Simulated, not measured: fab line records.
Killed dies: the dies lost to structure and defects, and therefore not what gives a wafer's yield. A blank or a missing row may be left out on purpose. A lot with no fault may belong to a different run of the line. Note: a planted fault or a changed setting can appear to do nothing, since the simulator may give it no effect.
Matching of chambers -- flow n5_finfet -- N5_FIN_SAQP_ETCH_67 on rie_diel-04: 4 sister chambers
The step etches SiNx in CH3F/O2, target depth 30 nm. 18 wafers are shown with their chamber, then 9 later ones without.

== WAFERS PAIRED WITH THEIR CHAMBERS ==
wafer,chamber,showerhead_plenum_p_Torr (Torr),throttle_valve_pct (%),oes_product_au (a.u.)
L074.1,0,2.02,16.66,0.77
L074.4,2,1.92,16.43,0.73
L074.6,1,2.08,16.35,0.73
L075.1,2,1.91,16.43,0.71
L075.2,1,2.08,16.34,0.72
L075.3,0,2.02,16.65,0.77
L075.4,3,2.10,16.50,0.80
L075.5,3,2.10,16.49,0.81
L075.6,0,2.02,16.66,0.76
L078.1,2,1.91,16.45,0.71
L078.3,3,2.10,16.51,0.80
L078.5,1,2.08,16.35,0.72
L079.2,0,2.02,16.67,0.76
L079.5,0,2.02,16.67,0.76
L079.6,1,2.08,16.35,0.71
L080.1,3,2.10,16.52,0.80
L080.2,1,2.07,16.37,0.71
L080.4,0,2.02,16.69,0.77

SIGNATURES (averages over the wafers above)
reading,chamber 0,chamber 1,chamber 2,chamber 3,scatter within a chamber
showerhead_plenum_p_Torr,2.0200,2.0780,1.9133,2.1000,0.00324
throttle_valve_pct,16.6667,16.3520,16.4367,16.5050,0.0125
oes_product_au,0.7650,0.7180,0.7167,0.8025,0.00742
Rule: for a wafer and a chamber, the distance is found by dividing, reading by reading, the gap between the wafer's reading and the chamber's mean by the reading's scatter, squaring, summing and taking the root. If the next closest chamber is less than 2 further off than the closest, the wafer can't be placed; otherwise it belongs to the closest. The scatter: the root of (the sum of the squares of (reading less its chamber's mean) over the shown wafers, divided by (wafers less chambers)).

== WAFERS WITHOUT THEIR CHAMBER ==
wafer,showerhead_plenum_p_Torr (Torr),throttle_valve_pct (%),oes_product_au (a.u.)
L086.1,2.09,16.55,0.77
L086.2,2.01,16.71,0.74
L086.3,2.07,16.40,0.70
L093.1,1.90,16.51,0.68
L093.2,2.01,16.73,0.72
L093.6,1.90,16.52,0.68
L094.2,2.01,16.75,0.73
L094.5,1.90,16.51,0.68
L094.6,2.08,16.58,0.77

== EACH ONE'S CHAMBER ==
wafer,from the rows above,in truth
L086.1,3,3
L086.2,0,0
L086.3,1,1
L093.1,2,2
L093.2,0,0
L093.6,2,2
L094.2,0,0
L094.5,2,2
L094.6,3,3
9 of 9 placed correctly. Not placeable from these rows: 0. Placed wrongly: 0.
